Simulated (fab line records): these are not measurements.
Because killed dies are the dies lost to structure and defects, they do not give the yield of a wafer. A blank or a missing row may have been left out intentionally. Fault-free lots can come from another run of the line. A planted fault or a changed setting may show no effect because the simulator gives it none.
Which tool did it? / flow n5_finfet / Sampling: 12 lots, 36 wafers, 3 of 1938 route steps

WHAT THE GAUGES SHOWED, per wafer
N5_BEOL_M5_RS_MEAS_57: the measuring method here is four-point-probe.
lot=L512; measured=day 8 14:38; on=film_metro-01; M5_RS (ohm/sq)=0.402 0.407 0.384
lot=L513; measured=day 9 07:27; on=film_metro-01; M5_RS (ohm/sq)=0.392 0.389 0.401
lot=L514; measured=day 10 01:49; on=film_metro-02; M5_RS (ohm/sq)=0.406 0.407 0.404
lot=L515; measured=day 10 05:10; on=film_metro-02; M5_RS (ohm/sq)=0.386 0.383 0.391
lot=L516; measured=day 10 06:21; on=film_metro-01; M5_RS (ohm/sq)=0.393 0.380 0.382
lot=L519; measured=day 10 09:50; on=film_metro-01; M5_RS (ohm/sq)=0.401 0.391 0.385
lot=L520; measured=day 10 12:50; on=film_metro-01; M5_RS (ohm/sq)=0.388 0.369 0.381
lot=L518; measured=day 10 19:50; on=film_metro-02; M5_RS (ohm/sq)=0.385 0.371 0.383
lot=L521; measured=day 11 11:03; on=film_metro-01; M5_RS (ohm/sq)=0.379 0.392 0.385
lot=L522; measured=day 11 15:20; on=film_metro-01; M5_RS (ohm/sq)=0.382 0.361 0.378
lot=L524; measured=day 12 10:57; on=film_metro-02; M5_RS (ohm/sq)=0.393 0.377 0.365
lot=L527; measured=day 13 05:13; on=film_metro-02; M5_RS (ohm/sq)=0.386 0.393 0.383

N5_BEOL_M6_THK_MEAS_01.
lot=L512; measured=day 8 15:17; on=film_metro-01; M6_ILD_THK (nm)=155.1 156.3 157.9
lot=L513; measured=day 9 08:05; on=film_metro-01; M6_ILD_THK (nm)=152.7 155.3 157.9
lot=L514; measured=day 10 03:05; on=film_metro-01; M6_ILD_THK (nm)=154.6 153.5 154.9
lot=L515; measured=day 10 05:50; on=film_metro-01; M6_ILD_THK (nm)=150.0 153.9 153.0
lot=L516; measured=day 10 07:00; on=film_metro-01; M6_ILD_THK (nm)=156.8 157.6 154.3
lot=L519; measured=day 10 10:30; on=film_metro-02; M6_ILD_THK (nm)=152.9 154.2 154.9
lot=L520; measured=day 10 13:28; on=film_metro-02; M6_ILD_THK (nm)=155.6 156.7 156.8
lot=L518; measured=day 10 20:29; on=film_metro-01; M6_ILD_THK (nm)=149.7 153.3 154.1
lot=L521; measured=day 11 11:41; on=film_metro-02; M6_ILD_THK (nm)=153.3 152.5 152.4
lot=L522; measured=day 11 15:58; on=film_metro-01; M6_ILD_THK (nm)=151.3 157.4 154.9
lot=L524; measured=day 12 12:04; on=film_metro-02; M6_ILD_THK (nm)=151.3 155.1 153.5
lot=L527; measured=day 13 05:51; on=film_metro-01; M6_ILD_THK (nm)=153.6 155.6 156.5

TOOL THAT RAN EACH LOT (tool first, then ch and the chambers of the sampled wafers, then the start)
lot=L512; N5_BEOL_M5_CO_CAP_78=cvd_co-01 ch 1,2, day 8 14:26
lot=L513; N5_BEOL_M5_CO_CAP_78=cvd_co-01 ch 0,1,2, day 9 07:14
lot=L514; N5_BEOL_M5_CO_CAP_78=cvd_co-02 ch 1,2, day 10 01:37
lot=L515; N5_BEOL_M5_CO_CAP_78=cvd_co-01 ch 0,2, day 10 04:59
lot=L516; N5_BEOL_M5_CO_CAP_78=cvd_co-02 ch 0,1,2, day 10 06:10
lot=L519; N5_BEOL_M5_CO_CAP_78=cvd_co-01 ch 0,1, day 10 09:40
lot=L520; N5_BEOL_M5_CO_CAP_78=cvd_co-01 ch 0,1, day 10 12:39
lot=L518; N5_BEOL_M5_CO_CAP_78=cvd_co-01 ch 0,1,2, day 10 19:39
lot=L521; N5_BEOL_M5_CO_CAP_78=cvd_co-02 ch 1,2, day 11 10:50
lot=L522; N5_BEOL_M5_CO_CAP_78=cvd_co-02 ch 0,1,2, day 11 15:08
lot=L524; N5_BEOL_M5_CO_CAP_78=cvd_co-02 ch 0,1, day 12 10:46
lot=L527; N5_BEOL_M5_CO_CAP_78=cvd_co-01 ch 0,2, day 13 05:01
- N5_BEOL_M5_CO_CAP_78: material Co, precursor CCTBA/H2, target thk 2 nm, time 102.1 s.

WHAT THE TOOLS THEMSELVES READ (means of the sampled wafers that have a number; where no wafer has one, the mark that the record gives instead)
N5_BEOL_M5_CO_CAP_78.
lot=L512; tool=cvd_co-01; heater_power_w (W)=237
lot=L513; tool=cvd_co-01; heater_power_w (W)=240
lot=L514; tool=cvd_co-02; heater_power_w (W)=229
lot=L515; tool=cvd_co-01; heater_power_w (W)=238
lot=L516; tool=cvd_co-02; heater_power_w (W)=232
lot=L519; tool=cvd_co-01; heater_power_w (W)=248
lot=L520; tool=cvd_co-01; heater_power_w (W)=246
lot=L518; tool=cvd_co-01; heater_power_w (W)=239
lot=L521; tool=cvd_co-02; heater_power_w (W)=224
lot=L522; tool=cvd_co-02; heater_power_w (W)=231
lot=L524; tool=cvd_co-02; heater_power_w (W)=219
lot=L527; tool=cvd_co-01; heater_power_w (W)=239

THE ANSWER, worked out from the rows above alone
Rule: what is usual is taken from the lots themselves. The widest of any qualifying gaps counts: lots, ordered by their means at a reading, are off when they make up no more than a third of the lots, leave a main group of 4 or more, and stand apart from it by 3 or more times the standard deviation of that group's means. A main group is skipped when, at the precision printed for the reading in the tables above, its means are all equal. A lot without any number at a reading at which 4 lots or more have one is off too. Where the step has rows for the other lots, those lots are counted as sound. Order of review: gauges by route order, followed by the tools' own readings, for which a lot's mean as printed above is used. At the first step where some lot is off, the reading lying furthest off is the one used; lots without a number count as furthest.
Nothing can be told from this: no lot is off at any reading shown.

WHAT THE SIMULATOR HAD INSERTED
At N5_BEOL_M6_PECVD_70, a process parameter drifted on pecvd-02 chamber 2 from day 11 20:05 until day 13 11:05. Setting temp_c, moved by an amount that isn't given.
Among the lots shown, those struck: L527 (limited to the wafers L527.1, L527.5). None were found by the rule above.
